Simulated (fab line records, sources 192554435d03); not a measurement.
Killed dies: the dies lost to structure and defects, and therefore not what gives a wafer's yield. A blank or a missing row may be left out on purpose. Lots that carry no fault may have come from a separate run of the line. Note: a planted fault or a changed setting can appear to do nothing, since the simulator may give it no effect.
fab line records	flow n5-finfet
record: lots: 10	wafers: 25	last-day: 18
route steps=1938 shown BEOL_M2@865 BEOL_M4@1111 PASSIVATION@1936
lots untouched by any fault: they come from a run of this same line in which no faults occurred
start-h: start of the lot's first displayed wafer, in hours after the record's first day	wait-h: hours since the lot's step before	" repeats the value in the row above	L1.1+2: one row covering several wafers at once	- either no value or no given start	* or withheld: withheld	< > ~ a bound
route shown NAME@n: NAME is a module with steps in the file, n the number in the route of the first one	usual: the fault-free wafers' mean and standard deviation	same: alike in all rows	chamber/n: place in a boat	sites: each site's reading	_std_site: the values' standard deviation	_edge_site: the outer-site mean with the inner-site mean subtracted	radius-mm: for every site, how far away it sits from the centre of the wafer	mask NAME#n: copy n	behind: the most recent tool/chamber to have shaped the wafer	hold: reason for holding the lot/hours on hold/outcome of the hold	device: whichever transistor did not switch (one of n, p or np)	end of line: at the end of the route, the tests of the same wafers	step lacking rows: just its recipe	killed: dies that structure and defects cost at the first sort, which is not the same as the wafer's yield	map: shows each die of a wafer: x if killed, . if not, _ if none is there
set.NAME: setting as actually run; set.NAME@STEP: the setting as run at that earlier step	model.NAME: the simulator's own value behind a step, which no gauge read
steps of the route over a sample of lots; a table a step, a row a wafer
services: from which hour (start-h, from the record's first day; less than 0 if before it) a tool's chamber was out of use, for how many hours, and why
== steps ==
step: N5_BEOL_M2_STRIP_19
recipe: chemistry: O2	power-w: 400	temp-c: 40	pressure-mtorr: 30	rf-frequency-hz: 6e+07	bias-power-w: 0	overash-fraction: 0.2	o2-flow-sccm: 225
usual: drypump-motor-current-A: 5.6/0.45	o2-flow-sccm: 225.1/0.72	oes-product-au: 0.81/0.095	rf-vpp-V: 3.6/0.47	showerhead-plenum-p-Torr: 2.13/0.07	throttle-valve-pct: 16.69/0.2
lot.wafer	tool	chamber	start-h	wait-h	drypump-motor-current-A	o2-flow-sccm	oes-product-au	rf-hours-counter-h	rf-vpp-V	showerhead-plenum-p-Torr	throttle-valve-pct
L706.2	rie-diel-04	1	139.55	0.1	5.7	224.6	0.77	170	2.6	2.07	16.68
L706.3	"	0	"	"	5.8	225.9	0.69	199	3.2	2.18	16.69
L706.5	"	3	"	"	6.0	224.4	0.98	-	4.2	2.15	16.61
L710.3	rie-diel-02	2	179.06	0.2	5.2	224.6	0.77	120	4.5	2.22	16.62
L710.6	"	2	"	"	5.2	224.1	0.78	-	3.3	2.22	16.62
L712.1	rie-diel-04	0	186.26	0.1	5.8	224.7	0.69	214	3.3	2.17	16.68
L712.3	"	2	"	"	6.2	225.1	0.96	6	3.5	2.24	16.46
L712.4	"	1	"	"	5.7	224.7	0.76	181	3.9	2.06	16.69
L713.1	rie-diel-02	0	197.81	0.1	6.3	226.1	0.81	86	4.1	2.13	16.99
L713.2	"	3	"	"	5.7	223.6	0.92	13	3.8	2.08	16.52
L713.4	"	2	"	"	5.2	225.0	0.76	-	3.1	2.22	16.62
L715.1	rie-diel-03	1	203.39	0.1	5.8	224.0	0.67	231	2.7	2.06	16.51
L715.2	"	3	"	"	4.8	224.5	0.93	16	3.6	2.21	16.33
L715.5	"	2	"	"	5.2	224.7	0.72	-	4.3	2.00	17.00
L717.5	rie-diel-02	3	212.68	0.2	5.7	224.4	0.91	-	3.5	2.08	16.54
L717.6	"	2	"	"	5.2	225.4	0.76	-	3.4	2.22	16.65
L722.1	rie-diel-03	3	240.34	0.1	4.9	224.6	0.92	28	3.6	2.21	16.35
L722.4	"	0	"	"	5.0	224.7	0.80	61	4.3	2.12	16.59
L724.3	rie-diel-03	0	253.38	0.1	5.0	225.9	0.81	66	3.6	2.11	16.60
L724.4	"	2	"	"	5.2	226.4	0.71	209	3.0	2.00	17.01
L725.1	rie-diel-02	2	264.65	0.1	5.2	223.3	0.75	154	3.7	2.21	16.69
L725.3	"	1	"	"	5.5	224.6	0.95	17	3.9	2.07	16.66
L727.1	rie-diel-03	2	272.12	0.1	5.2	225.6	0.71	216	4.2	1.99	17.05
L727.5	"	2	"	"	5.2	225.7	0.70	-	4.1	1.99	17.01
L727.6	"	0	"	"	5.0	225.2	0.79	-	3.5	2.11	16.62
step: N5_BEOL_M2_DESCUM_33
recipe: chemistry: O2	time-s: 7	source-power-w: 50	bias-power-w: 20	pressure-mtorr: 20	rf-frequency-hz: 2.712e+07	temp-c: 40	resist: CAR-EUV	o2-flow-sccm: 225
usual: drypump-motor-current-A: 5.6/0.44	o2-flow-sccm: 225.0/0.65	oes-product-au: 0.81/0.1	rf-fwd-power-W: 49.45/0.16	rf-vpp-V: 243.5/1.4	showerhead-plenum-p-Torr: 2.12/0.074	throttle-valve-pct: 20.42/0.21
lot.wafer	tool	chamber	start-h	wait-h	drypump-motor-current-A	o2-flow-sccm	oes-product-au	rf-fwd-power-W	rf-hours-counter-h	rf-vpp-V	showerhead-plenum-p-Torr	throttle-valve-pct
L706.2	rie-diel-03	2	140.19	0.0	5.3	225.1	0.74	49.58	168	242.2	2.01	20.75
L706.3	"	1	"	"	5.8	224.6	0.69	49.59	207	242.9	2.06	20.16
L706.5	"	0	"	"	5.0	225.1	0.86	49.32	-	242.8	2.12	20.30
L710.3	rie-diel-04	3	179.74	0.1	6.0	225.2	0.93	49.72	19	243.3	2.14	20.44
L710.6	"	1	"	"	5.7	225.9	0.76	49.42	-	241.2	2.06	20.37
L712.1	rie-diel-02	3	186.77	0.0	5.7	224.6	0.95	49.40	8	241.8	2.08	20.32
L712.3	"	1	"	"	5.4	225.0	0.69	49.18	248	244.0	2.07	20.80
L712.4	"	2	"	"	5.2	225.6	0.77	49.51	122	243.7	2.22	20.43
L713.1	rie-diel-02	2	198.71	0.4	5.2	224.3	0.76	49.56	128	244.5	2.22	20.44
L713.2	"	0	"	"	6.3	225.6	0.81	49.42	87	243.9	2.13	20.82
L713.4	"	0	"	"	6.4	226.1	0.81	49.43	-	242.6	2.13	20.83
L715.1	rie-diel-03	0	203.91	0.0	5.0	225.4	0.83	49.40	50	242.5	2.12	20.33
L715.2	"	1	"	"	5.8	224.8	0.67	49.68	231	244.0	2.05	20.19
L715.5	"	3	"	"	4.9	226.4	0.94	49.40	-	245.1	2.21	20.04
L717.5	rie-diel-03	2	213.52	0.4	5.3	224.5	0.72	49.57	-	241.0	2.00	20.79
L717.6	"	1	"	"	5.8	225.8	0.67	49.71	-	241.9	2.05	20.18
L722.1	rie-diel-03	3	240.86	0.0	4.8	224.9	0.90	49.30	28	245.1	2.20	20.06
L722.4	"	2	"	"	5.2	224.3	0.72	49.84	204	242.4	1.99	20.81
L724.3	rie-diel-03	2	254.02	0.0	5.2	224.5	0.71	49.64	209	241.2	1.99	20.79
L724.4	"	1	"	"	5.8	225.0	0.68	49.39	247	243.3	2.05	20.21
L725.1	rie-diel-02	2	265.16	0.0	5.2	224.9	0.74	49.66	154	245.8	2.21	20.48
L725.3	"	1	"	"	5.5	224.2	0.95	49.24	17	241.6	2.06	20.51
L727.1	rie-diel-02	0	272.64	0.0	6.3	224.1	0.79	49.42	113	243.9	2.12	20.85
L727.5	"	3	"	"	5.7	225.0	0.86	49.37	-	242.9	2.07	20.40
L727.6	"	0	"	"	6.3	225.0	0.78	49.47	-	243.9	2.12	20.85
step: N5_BEOL_M2_ETCH_77
recipe: chemistry: N2/H2	target: underlayer	target-depth-a: 65	mask-material: CAR-EUV	time-s: 5.2	ion-energy-ev: 200	pressure-mtorr: 30	source-w: 840	bias-w: 150	n2-flow-sccm: 200	h2-flow-sccm: 200	ends: cleared
usual: drypump-motor-current-A: 5.6/0.43	etch-rf-on-time-s: 5.20/0.24	oes-product-au: 0.69/0.083	rf-fwd-power-W: 819.5/2.6	rf-vpp-V: 525.0/2.6	showerhead-plenum-p-Torr: 2.57/0.091	throttle-valve-pct: 17.79/0.21
lot.wafer	tool	chamber	start-h	wait-h	drypump-motor-current-A	etch-rf-on-time-s	oes-product-au	rf-fwd-power-W	rf-hours-counter-h	rf-vpp-V	showerhead-plenum-p-Torr	throttle-valve-pct
L706.2	rie-diel-03	2	140.22	0.0	5.3	5.02	0.63	821.0	168	523.6	2.42	17.90
L706.3	"	1	"	"	5.8	5.95	0.57	822.2	207	522.7	2.51	17.67
L706.5	"	0	"	"	5.0	5.05	0.76	820.3	-	526.3	2.57	17.51
L710.3	rie-diel-04	3	179.77	0.0	6.0	5.20	0.79	822.3	19	523.4	2.61	17.85
L710.6	"	1	"	"	5.7	4.95	0.65	820.4	-	524.6	2.54	18.02
L712.1	rie-diel-02	3	186.81	0.0	5.7	5.08	0.81	815.7	8	522.1	2.47	17.30
L712.3	"	1	"	"	5.5	5.40	0.58	816.9	248	521.7	2.52	18.32
L712.4	"	2	"	"	5.3	5.07	0.66	820.5	122	526.7	2.64	17.61
L713.1	rie-diel-02	2	198.75	0.0	5.2	5.08	0.66	819.1	128	526.8	2.64	17.60
L713.2	"	0	"	"	6.3	5.08	0.70	812.6	87	526.3	2.54	17.80
L713.4	"	0	"	"	6.3	5.01	0.71	820.2	-	524.5	2.54	17.82
L715.1	rie-diel-03	0	203.94	0.0	5.0	4.97	0.74	818.3	50	524.1	2.56	17.58
L715.2	"	1	"	"	5.8	5.84	0.55	820.8	231	525.7	2.50	17.74
L715.5	"	3	"	"	4.8	5.12	0.79	823.9	-	530.1	2.71	17.60
L717.5	rie-diel-03	2	213.55	0.0	5.2	4.97	0.62	814.7	-	519.5	2.41	17.95
L717.6	"	1	"	"	5.9	5.88	0.55	824.3	-	524.0	2.50	17.71
L722.1	rie-diel-03	3	240.89	0.0	4.8	5.13	0.76	818.5	28	529.6	2.70	17.60
L722.4	"	2	"	"	5.2	6.99	0.51	818.6	204	520.7	2.40	17.94
L724.3	rie-diel-03	2	254.05	0.0	5.2	5.04	0.61	823.5	209	519.9	2.40	17.98
L724.4	"	1	"	"	5.8	8.21	0.46	820.9	247	521.8	2.50	17.73
L725.1	rie-diel-02	2	265.20	0.0	5.2	5.18	0.63	818.6	154	527.7	2.63	17.66
L725.3	"	1	"	"	5.5	5.22	0.80	821.6	17	520.7	2.51	17.95
L727.1	rie-diel-02	0	272.67	0.0	6.3	5.09	0.68	820.8	113	525.3	2.53	17.88
L727.5	"	3	"	"	5.7	5.23	0.74	818.6	-	522.1	2.45	17.36
L727.6	"	0	"	"	6.3	5.10	0.69	824.1	-	524.2	2.53	17.87
step: N5_BEOL_M2_ALD_98
recipe: material: SiO2	target-thk-a: 25	temp-c: 100	ald-precursor-family: BDEAS	ald-co-reactant: O2-plasma	pulse-time-s: 1	co-reactant-pulse-time-s: 1	purge-time-s: 2	co-reactant-purge-time-s: 2	ald-cycles: 17	pressure-torr: 2
usual: chamber-pressure-Torr: 2.000/0.0044	heater-power-w: 75/3.8	precursor-pulse-height-rel: 1.000/0.021
lot.wafer	tool	chamber	start-h	wait-h	chamber-pressure-Torr	heater-power-w	precursor-pulse-height-rel
L706.2	ald-sin-03	1	140.32	0.1	1.993	78	0.987
L706.3	"	3	"	"	1.998	65	1.021
L706.5	"	0	"	"	2.003	74	1.026
L710.3	ald-sin-03	1	179.94	0.1	2.003	78	1.021
L710.6	"	0	"	"	2.001	73	1.003
L712.1	ald-sin-03	1	187.19	0.3	2.001	77	1.006
L712.3	"	0	"	"	2.004	74	1.004
L712.4	"	2	"	"	2.006	78	0.973
L713.1	ald-sin-03	0	199.12	0.3	2.008	74	0.989
L713.2	"	2	"	"	2.003	77	0.995
L713.4	"	3	"	"	2.003	66	0.984
L715.1	ald-sin-03	1	205.55	1.6	1.997	77	1.014
L715.2	"	2	"	"	2.003	77	1.024
L715.5	"	1	"	"	1.998	79	1.001
L717.5	ald-sin-01	0	213.75	0.1	2.006	71	0.962
L717.6	"	1	"	"	2.001	76	1.021
L722.1	ald-sin-02	3	241.05	0.1	1.985	81	1.006
L722.4	"	2	"	"	1.998	74	1.018
L724.3	ald-sin-01	0	254.52	0.4	1.994	74	0.990
L724.4	"	2	"	"	2.004	75	0.994
L725.1	ald-sin-01	1	265.30	0.1	2.003	77	1.023
L725.3	"	2	"	"	1.998	76	1.022
L727.1	ald-sin-02	0	272.96	0.2	2.001	73	1.033
L727.5	"	1	"	"	1.999	74	0.971
L727.6	"	2	"	"	1.997	74	0.991
step: N5_BEOL_M4_RC_MEAS_101
usual: DIBL_N: 36.4/2.2	DIBL_P: 36.3/2.5	IOFF_N: 0.17/0.052	IOFF_P: 0.23/0.049	ION_N: 674/17	ION_P: 464/11	SS_N: 71.7/0.98	SS_P: 73.3/0.84	VT_N: 250/4	VT_P: -249/3.8
lot.wafer	tool	chamber	start-h	wait-h	DIBL_N[mV/V]	DIBL_P[mV/V]	IOFF_N[nA/um]	IOFF_P[nA/um]	ION_N[uA/um]	ION_P[uA/um]	SS_N[mV/dec]	SS_P[mV/dec]	VT_N[mV]	VT_P[mV]
L706.2	prober-02	0	175.89	0.2	36.9	38.2	0.18	0.25	708	483	71.2	73.4	246	-246
L706.3	"	0	"	"	40.0	41.8	0.23	0.32	704	487	72.4	75.1	245	-243
L706.5	"	0	"	"	38.3	40.1	0.19	0.30	682	472	72.0	75.2	246	-245
L710.3	prober-01	0	233.47	0.3	35.7	36.6	0.16	0.28	683	483	71.7	73.1	250	-239
L710.6	"	0	"	"	39.7	41.8	0.26	0.42	714	495	71.7	74.6	241	-238
L715.1	prober-01	0	242.72	0.0	41.1	40.1	0.28	0.34	689	468	73.3	74.4	242	-240
L715.2	"	0	"	"	36.0	35.0	0.16	0.24	667	465	70.9	72.9	248	-247
L715.5	"	0	"	"	35.1	33.7	0.13	0.20	650	453	71.6	72.8	251	-249
L713.1	prober-02	0	247.49	0.0	35.6	35.1	0.13	0.18	666	454	71.5	73.4	254	-254
L713.2	"	0	"	"	37.0	36.9	0.18	0.21	692	466	71.9	73.4	247	-249
L713.4	"	0	"	"	36.9	38.0	0.17	0.23	677	465	70.9	74.2	249	-249
L712.1	prober-02	0	248.98	0.0	38.3	38.9	0.21	0.25	697	472	72.0	73.7	247	-249
L712.3	"	0	"	"	39.6	38.2	0.22	0.24	675	456	72.2	74.4	248	-250
L712.4	"	0	"	"	35.8	33.9	0.17	0.17	673	454	72.2	72.9	248	-252
L717.5	prober-01	0	276.18	0.6	33.3	34.2	0.11	0.17	671	460	70.8	72.1	256	-255
L717.6	"	0	"	"	38.1	39.3	0.19	0.25	682	470	71.5	73.1	245	-251
L725.1	prober-02	0	317.45	0.0	36.8	36.9	0.18	0.24	689	468	71.7	72.9	245	-248
L725.3	"	0	"	"	38.1	38.4	0.19	0.25	679	463	72.0	73.9	246	-245
L722.1	prober-01	0	321.84	0.0	38.8	38.8	0.24	0.27	700	478	71.9	74.3	243	-243
L722.4	"	0	"	"	38.1	37.9	0.20	0.25	688	467	72.5	73.7	245	-247
L724.3	prober-02	0	323.89	0.3	38.8	39.7	0.20	0.27	694	471	71.7	74.4	244	-250
L724.4	"	0	"	"	33.4	32.7	0.10	0.15	650	455	70.5	72.4	257	-254
L727.1	prober-02	0	331.96	0.0	35.2	34.1	0.15	0.20	683	464	71.3	72.3	249	-251
L727.5	"	0	"	"	35.0	34.6	0.14	0.20	675	466	71.2	72.1	251	-250
L727.6	"	0	"	"	36.6	36.3	0.17	0.23	689	470	72.5	73.7	249	-249
step: N5_PASSIVATION_PROBE_49
usual: defect-limited-yield: 91.2/1.4	killed_at_M0_to_M3: 34/9.3	killed_at_M4_up: 14/5.9	killed-at-contacts: 14/5.7	killed-at-front-end: 38/10	killed-at-other: 4/3.2	killed-dies: 104/17	killed-open: 67/13	killed-short: 33/6.9	sort_bin_5_function: 5.2/1	sort_bin_6_memory: 3.3/0.61	sort_bin_8_speed: 0.3/1.8	sort-n-pass: 1069/52
same: gross-dies: 1180	killed-at-back-side: 0	sort_bin_4_leakage[%]: 0
lot.wafer	tool	chamber	start-h	wait-h	defect-limited-yield[%]	killed_at_M0_to_M3	killed_at_M4_up	killed-at-contacts	killed-at-front-end	killed-at-other	killed-dies	killed-open	killed-short	sort_bin_5_function[%]	sort_bin_6_memory[%]	sort_bin_8_speed[%]	sort-n-pass
L724.3	prober-01	-	431.67	0.1	90.6	42	19	22	25	3	111	63	29	5.8	3.3	0	1069
L724.4	prober-01	-	431.72	0.2	89.5	37	16	7	25	39	124	56	33	7.5	2.8	0	1056
killed by level:class
L724.3 MOL_CONTACT_COAG:area-etch=18 BEOL_M1:geometric-particle:open=9 BEOL_M4:geometric-particle:open=9 BEOL_M2:geometric-particle:open=8 BEOL_M0_SAQP:geometric-particle:short=8 BEOL_M0_SAQP:geometric-particle:open=8 DUMMY_GATE:geometric-particle:open=5 BEOL_M7:geometric-particle:open=5
L724.4 PASSIVATION:area-etch=32 BEOL_M1:geometric-particle:open=9 BEOL_M0_SAQP:geometric-particle:short=7 BEOL_M4:geometric-particle:open=7 MOL_CONTACT_COAG:geometric-particle:open=5 BEOL_M0_SAQP:geometric-particle:open=5 STARTING-WAFER:geometric-particle:open=5 FIN_SAQP:geometric-particle:open=4
== services ==
tool	chamber	start-h	hours	kind
ald-sin-03	1	118.42	19.7	repair
ald-sin-03	-	125.02	0.2	repair
rie-diel-03	3	134.34	-	clean
rie-diel-03	3	134.34	-	consumable-replace:focus-ring
rie-diel-03	3	134.34	-	consumable-replace:showerhead
rie-diel-03	3	134.34	23.1	scheduled-down
rie-diel-03	3	134.34	23.1	vent-cycle
rie-diel-02	3	140.88	-	clean
rie-diel-02	3	140.88	-	consumable-replace:focus-ring
rie-diel-02	3	140.88	17.4	scheduled-down
rie-diel-02	3	140.88	17.4	vent-cycle
ald-sin-03	-	144.13	2.8	pm
rie-diel-04	0	148.13	4.3	repair
ald-sin-03	-	159.04	6.0	pm
ald-sin-02	-	177.14	14.0	pm
rie-diel-02	1	191.74	-	clean
rie-diel-03	0	201.11	2.7	repair
ald-sin-02	-	214.53	6.1	pm
ald-sin-01	3	241.24	13.3	repair
rie-diel-04	2	244.17	16.4	repair
ald-sin-01	1	256.45	4.3	repair
rie-diel-03	1	263.46	-	clean
rie-diel-03	1	263.46	-	consumable-replace:focus-ring
ald-sin-03	-	269.18	14.0	pm
== key ==
first-sign: step: N5_BEOL_M2_ETCH_77	reading: etch-rf-on-time-s	direction: up	sigmas: 10	usual: *	struck: *
effect none on later readings
met-at N5_BEOL_M2_ETCH_77
struck-lots L722,L724
struck-wafers L722.4,L724.4
baseline-loss: step: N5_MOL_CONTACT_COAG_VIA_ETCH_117	wafers: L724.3
baseline-loss: step: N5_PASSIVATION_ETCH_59	wafers: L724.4
not-acting-at N5_BEOL_M2_STRIP_19,N5_BEOL_M2_DESCUM_33,N5_BEOL_M2_ALD_98
onset-between 213.55 240.89
fault: kind: process-parameter-drift	tool: rie-diel-03	chamber: -	onset-h: 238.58	steps: N5_BEOL_M2_ETCH_77	channel: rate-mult	offset: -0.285	shape: step	end-h: 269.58	scope: struck-wafers-only
baseline-loss: these wafers lose ten dies or more at that step, a loss of the line's own and not of a fault; the sort's usual values leave them out
